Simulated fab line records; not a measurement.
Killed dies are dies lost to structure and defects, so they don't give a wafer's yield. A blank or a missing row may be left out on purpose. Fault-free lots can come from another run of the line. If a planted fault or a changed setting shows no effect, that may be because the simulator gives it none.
Lot-split experiment -- flow n5Finfet -- on a route of 1938 steps: 7 lots, 21 wafers read

== ON THE SPLIT ==
At N5_BEOL_M3_COAT_67 (time 60 s, resist thk 60 nm), the setting spinRpm was moved away from the recipe's 1500 rpm on 6 of the 21 wafers read, by -11.1% to -4.5%. All remaining wafers had this setting at the recipe value.

== FROM THE SPLIT TO THE READING: what the file shows between them, 11 steps ==
- N5_BEOL_M3_COAT_22: resist thk 30 nm (also split here: spinRpm)
- N5_BEOL_M3_EBR_24
- N5_BEOL_M3_SOFTBAKE_23: time 60 s
- N5_BEOL_M3_EXPOSE_25: exposes mask V2, defocus 5 nm
- N5_BEOL_M3_PEB_26: peb time 60 s
- N5_BEOL_M3_DEVELOP_27: develop time 30 s
- N5_BEOL_M3_ALD_98: deposits SiO2, target thk 2.5 nm, pulse time 1 s, co reactant pulse time 1 s
- N5_BEOL_M3_ETCHBACK_99: etches SiO2 in CHF3, target depth 5 nm, time 10.4 s
- N5_BEOL_M3_ETCH_70: etches SOC in N2/H2, target depth 80 nm, overetch 16 nm, time 120 s
- N5_BEOL_M3_STRIP_71: strips in N2/H2
- N5_BEOL_M3_STRIP_78: strips in N2/H2

== THE READING ==
SOC_of_BEOL_M3_COAT_67.thkNm (the simulator's own value, which no gauge read), in nm, at N5_BEOL_M3_VIA_ETCH_34 (etches the open film in C4F6/O2, target depth 69.4 nm, time 65.9 s). The file gives no usual value for it. Here, 15 wafers ran the recipe; their average is 51.9 nm with a standard deviation of 0.22 nm.

wafer,"tool, chamber at the split","spinRpm as run, rpm",against the recipe,"SOC_of_BEOL_M3_COAT_67.thkNm, nm",against lot-mates on the recipe
L077.2,"lithoTrack-02, 0",1500,recipe,52,-
L077.6,"lithoTrack-02, 0",1500,recipe,52,-
L077.4,"lithoTrack-02, 0",1500,recipe,51.4,-
L078.3,"lithoTrack-05, 0",1500,recipe,52,-
L078.5,"lithoTrack-05, 0",1500,recipe,51.8,-
L078.6,"lithoTrack-05, 0",1500,recipe,51.8,-
L083.3,"lithoTrack-03, 0",1500,recipe,52,-
L083.5,"lithoTrack-03, 0",1500,recipe,52,-
L083.4,"lithoTrack-03, 0",1333,-11.1%,56,+4.0
L085.2,"lithoTrack-03, 0",1334,-11.1%,56,+4.0
L085.5,"lithoTrack-03, 0",1334,-11.1%,56,+4.0
L085.3,"lithoTrack-03, 0",1500,recipe,52,-
L086.3,"lithoTrack-05, 0",1433,-4.5%,53.8,+2.2
L086.4,"lithoTrack-05, 0",1433,-4.5%,53,+1.4
L086.6,"lithoTrack-05, 0",1500,recipe,51.6,-
L089.3,"lithoTrack-05, 0",1500,recipe,51.8,-
L089.5,"lithoTrack-05, 0",1500,recipe,51.8,-
L089.6,"lithoTrack-05, 0",1500,recipe,51.8,-
L097.1,"lithoTrack-03, 0",1500,recipe,52,-
L097.4,"lithoTrack-03, 0",1335,-11.0%,55.6,+3.4
L097.5,"lithoTrack-03, 0",1500,recipe,52.4,-

FIT RESULTS
A straight line over all 21 wafers: SOC_of_BEOL_M3_COAT_67.thkNm changes by -0.361 nm for each +1% of spinRpm; r = -0.99; the points scatter about the line by 0.25 nm.
The same after taking each lot's own level away (the mean of its wafers on the recipe; 21 wafers): -0.35 nm for each +1%; r = -0.99; scatter 0.23 nm.
On that fit, the largest move of spinRpm shifts the reading by 3.9 nm.
Measured against the standard deviation above, the lots' own levels, which go from 51.60 to 52.20 nm, span 2.8 times it.
Consequently the slope shifts little with the lot-to-lot level, the two slopes agreeing.
Check: +3.89 nm against its lot-mates is what the line predicts for one of the wafers moved furthest among these (-11.1%) when that wafer is left out of the fit. It came out at +4 nm against them.

== ADDITIONAL SPLITS CARRIED BY THESE WAFERS ==
These wafers also went through other splits before the reading. Each is held against what the fit with the lots' levels taken away leaves over:
other split on the same wafers,wafers away from the commonest value,r with SOC_of_BEOL_M3_COAT_67.thkNm (lot level and that fit taken away)
N5_BEOL_M1_COAT_05 spinRpm,7,-0.18
N5_BEOL_M1_COAT_68 spinRpm,11,+0.33
N5_BEOL_M1_COAT_76 spinRpm,7,+0.02
N5_BEOL_M2_TRENCH_ETCH_37 biasW,11,+0.33
N5_BEOL_M3_COAT_22 spinRpm,8,+0.03

== THE WHOLE CHAIN: every reading that the file lists as answering this split, in the file's order ==
step,what it does,reading,change (the file's fit),r (the file's)
N5_BEOL_M3_COAT_67,"time 60 s, resist thk 60 nm","SOC_of_BEOL_M3_COAT_67.thkNm (the simulator's own value, which no gauge read)",-0.329 nm for each +1% of the setting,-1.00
N5_BEOL_M3_ETCH_70,"etches SOC in N2/H2, target depth 80 nm, overetch 16 nm, time 120 s","etch.depthNm (the simulator's own value, which no gauge read)",-0.328 nm for each +1% of the setting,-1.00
N5_BEOL_M3_VIA_ETCH_34,"etches the open film in C4F6/O2, target depth 69.4 nm, time 65.9 s","SOC_of_BEOL_M3_COAT_67.thkNm (the simulator's own value, which no gauge read)",-0.347 nm for each +1% of the setting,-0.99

== THE FILE'S OWN FIT ==
SOC_of_BEOL_M3_COAT_67.thkNm changes by -0.347 nm for each +1% of spinRpm, r = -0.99.
